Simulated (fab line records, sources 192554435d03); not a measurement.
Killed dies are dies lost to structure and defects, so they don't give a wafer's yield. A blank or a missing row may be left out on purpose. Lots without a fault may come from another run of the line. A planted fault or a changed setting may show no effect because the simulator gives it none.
Which tool did it? | flow n5_finfet | 10 lots, 29 wafers sampled, at 5 steps of a route of 1938

WHAT THE GAUGES READ, wafer by wafer
N5_BEOL_M9_INSPECT_58: inspects for defects (darkfield).
lot  | measured     | on                | raw_defect_count
L951 | day 9 14:16  | defect_inspect-02 | 118 78 113
L952 | day 10 14:53 | defect_inspect-01 | 58 90 80
L954 | day 10 23:40 | defect_inspect-01 | 69 73 71
L956 | day 11 18:08 | defect_inspect-02 | 99 115 79
L960 | day 12 10:28 | defect_inspect-01 | 80 84 90
L961 | day 13 04:54 | defect_inspect-01 | 73 78 87
L963 | day 13 20:47 | defect_inspect-01 | 84 74 81
L971 | day 15 16:19 | defect_inspect-01 | 84 58
L974 | day 16 05:49 | defect_inspect-01 | 82 38 69
L973 | day 16 23:24 | defect_inspect-01 | 43 96 76

WHICH TOOL RAN EACH LOT (tool, then ch and the chambers of the sampled wafers, then the start)
lot  | N5_BEOL_M9_VIA_ETCH_34             | N5_BEOL_M9_STRIP_80                           | N5_BEOL_M9_ECD_50              | N5_BEOL_M9_CMP_52
L951 | rie_diel-06 ch 0,1,3, day 9 11:11  | rie_diel-06 ch 0,1,3, day 9 13:22 or earlier  | ecd_cu-01 ch 0,1, day 9 13:22  | cmp-01 ch 1,2,3, day 9 13:46
L952 | rie_diel-03 ch 0,3, day 10 11:32   | rie_diel-03 ch 0,3, day 10 13:37 or earlier   | ecd_cu-02 ch 0,1, day 10 13:37 | cmp-03 ch 0,1,2, day 10 14:28
L954 | rie_diel-06 ch 0,1,3, day 10 17:59 | rie_diel-06 ch 0,1,3, day 10 22:48 or earlier | ecd_cu-01 ch 0,1, day 10 22:48 | cmp-04 ch 2,3, day 10 23:11
L956 | rie_diel-05 ch 0,2,3, day 11 14:26 | rie_diel-05 ch 0,2,3, day 11 17:13 or earlier | ecd_cu-02 ch 0,1, day 11 17:13 | cmp-04 ch 0,1,2, day 11 17:47
L960 | rie_diel-06 ch 0,2,3, day 12 07:19 | rie_diel-06 ch 0,2,3, day 12 09:28 or earlier | ecd_cu-01 ch 0,1, day 12 09:28 | cmp-01 ch 0,2, day 12 10:04
L961 | rie_diel-03 ch 0,1,3, day 13 00:38 | rie_diel-03 ch 0,1,3, day 13 03:44 or earlier | ecd_cu-01 ch 0,1, day 13 03:44 | cmp-01 ch 0,2,3, day 13 04:29
L963 | rie_diel-05 ch 0,2,3, day 13 18:01 | rie_diel-05 ch 0,2,3, day 13 19:47 or earlier | ecd_cu-02 ch 0,1, day 13 19:47 | cmp-03 ch 2,3, day 13 20:16
L971 | rie_diel-06 ch 1,2, day 15 13:41   | rie_diel-06 ch 1,2, day 15 15:28 or earlier   | ecd_cu-02 ch 0,1, day 15 15:28 | cmp-04 ch 2,3, day 15 15:54
L974 | rie_diel-03 ch 0,1, day 16 02:47   | rie_diel-03 ch 0,1, day 16 04:52 or earlier   | ecd_cu-02 ch 0,1, day 16 04:52 | cmp-04 ch 1,2, day 16 05:21
L973 | rie_diel-06 ch 0,1,3, day 16 19:52 | rie_diel-06 ch 0,1,3, day 16 21:50 or earlier | ecd_cu-02 ch 0,1, day 16 21:50 | cmp-04 ch 0,3, day 16 22:59
- N5_BEOL_M9_VIA_ETCH_34: etches SiCOH lowk in C4F6/O2, target depth 182.4 nm, time 68.4 s.
- N5_BEOL_M9_STRIP_80: strips in N2/H2, time 10 s.
- N5_BEOL_M9_ECD_50: material Cu, target thk 318 nm.
- N5_BEOL_M9_CMP_52: polishes, stops on SiCOH lowk, t overpolish 7 s, target thk 140 nm.

WHAT THE TOOLS THEMSELVES READ (means of the sampled wafers that have a number; where no wafer has one, the mark that the record gives instead)
N5_BEOL_M9_VIA_ETCH_34.
lot  | tool        | drypump_motor_current_A (A) | oes_product_au (a.u.) | rf_fwd_power_W (W) | rf_vpp_V (V) | showerhead_plenum_p_Torr (Torr) | throttle_valve_pct (%)
L951 | rie_diel-06 | 5.4                         | 0.88                  | 342.3              | 663          | 2.88                            | 20.92
L952 | rie_diel-03 | 5.7                         | 0.79                  | 341.3              | 657          | 2.83                            | 21.02
L954 | rie_diel-06 | 5.4                         | 0.86                  | 341.9              | 663          | 2.88                            | 20.92
L956 | rie_diel-05 | 5.4                         | 0.74                  | 340.7              | 668          | 2.84                            | 21.07
L960 | rie_diel-06 | 5.5                         | 0.80                  | 342.1              | 662          | 2.82                            | 21.04
L961 | rie_diel-03 | 5.6                         | 0.80                  | 343.9              | 662          | 2.83                            | 20.89
L963 | rie_diel-05 | 5.4                         | 0.73                  | 342.1              | 668          | 2.84                            | 21.10
L971 | rie_diel-06 | 5.8                         | 0.79                  | 343.0              | 666          | 2.93                            | 20.95
L974 | rie_diel-03 | 5.5                         | 0.79                  | 343.1              | 665          | 2.83                            | 20.76
L973 | rie_diel-06 | 5.5                         | 0.88                  | 341.2              | 663          | 2.86                            | 20.87

N5_BEOL_M9_STRIP_80.
lot  | tool        | drypump_motor_current_A (A) | oes_product_au (a.u.) | rf_vpp_V (V) | showerhead_plenum_p_Torr (Torr) | temp_c (C) | throttle_valve_pct (%)
L951 | rie_diel-06 | 5.5                         | 0.89                  | 59.1         | 2.56                            | 39.99      | 23.63
L952 | rie_diel-03 | 5.7                         | 0.80                  | 59.5         | 2.52                            | 40.03      | 23.76
L954 | rie_diel-06 | 5.4                         | 0.87                  | 59.5         | 2.56                            | 40.01      | 23.64
L956 | rie_diel-05 | 5.4                         | 0.74                  | 58.9         | 2.53                            | 40.04      | 23.72
L960 | rie_diel-06 | 5.4                         | 0.80                  | 58.9         | 2.51                            | 40.06      | 23.68
L961 | rie_diel-03 | 5.6                         | 0.80                  | 59.8         | 2.52                            | 40.01      | 23.63
L963 | rie_diel-05 | 5.4                         | 0.73                  | 59.6         | 2.52                            | 40.03      | 23.75
L971 | rie_diel-06 | 5.8                         | 0.80                  | 58.8         | 2.61                            | 40.04      | 23.66
L974 | rie_diel-03 | 5.5                         | 0.78                  | 59.2         | 2.52                            | 40.05      | 23.51
L973 | rie_diel-06 | 5.4                         | 0.90                  | 59.2         | 2.54                            | 39.96      | 23.59

N5_BEOL_M9_CMP_52.
lot  | tool   | motor_current_A (A) | pad_life_wafers | slurry_filter_dp_kPa (kPa) | slurry_flow_ml_min | time_to_endpoint_s (s)
L951 | cmp-01 | 6.2                 | 709             | 13.39                      | 150.1              | 62
L952 | cmp-03 | 5.9                 | 1484            | 13.51                      | 150.0              | 68
L954 | cmp-04 | 5.9                 | 1704            | 13.39                      | 150.2              | 65
L956 | cmp-04 | 6.0                 | 1863            | 13.55                      | 150.3              | 65
L960 | cmp-01 | 6.5                 | 1142            | 13.40                      | 150.3              | 63
L961 | cmp-01 | 6.0                 | 1298            | 13.50                      | 150.0              | 63
L963 | cmp-03 | 6.3                 | 2094            | 13.41                      | 150.0              | 67
L971 | cmp-04 | 6.0                 | 410             | 13.48                      | 150.2              | 88
L974 | cmp-04 | 5.7                 | 530             | 13.59                      | 149.6              | 98
L973 | cmp-04 | 5.9                 | 655             | 13.48                      | 150.0              | 80

THE ANSWER, worked out from the rows above alone
Rule: what is usual is taken from the lots themselves. Put in order of their means at a reading, lots are off if they are a third of the lots or fewer, leave a main group of 4 or more, and stand apart from it by a gap of 3 or more times the standard deviation of the main group's means; of several such gaps the widest counts. A main group whose means are all the same, to the digits that the tables above print for the reading, isn't used. A lot without any number at a reading at which 4 lots or more have one is off too. The other lots that the step has rows for count as sound. The gauges are gone through in route order, then the tools' own readings, and for those a lot's mean is taken as printed above. The first step at which some lot is off is used, and at that step the reading that is off furthest; a lot without a number counts as furthest.
Off: L971, L974, L973, at N5_BEOL_M9_CMP_52 (time_to_endpoint_s). The main group: mean 65 s, standard deviation 2.1.
A tool fits if, at that step or a process step before it, it ran every lot that is off, and no sound lot after the first of them. N5_BEOL_M9_STRIP_80 gives no start for some lots, so the hours and the order of its lots are those of N5_BEOL_M9_ECD_50. Can't be told from this: 2 tools fit, ecd_cu-02 at N5_BEOL_M9_ECD_50, cmp-04 at N5_BEOL_M9_CMP_52.

WHAT THE SIMULATOR HAD PUT IN
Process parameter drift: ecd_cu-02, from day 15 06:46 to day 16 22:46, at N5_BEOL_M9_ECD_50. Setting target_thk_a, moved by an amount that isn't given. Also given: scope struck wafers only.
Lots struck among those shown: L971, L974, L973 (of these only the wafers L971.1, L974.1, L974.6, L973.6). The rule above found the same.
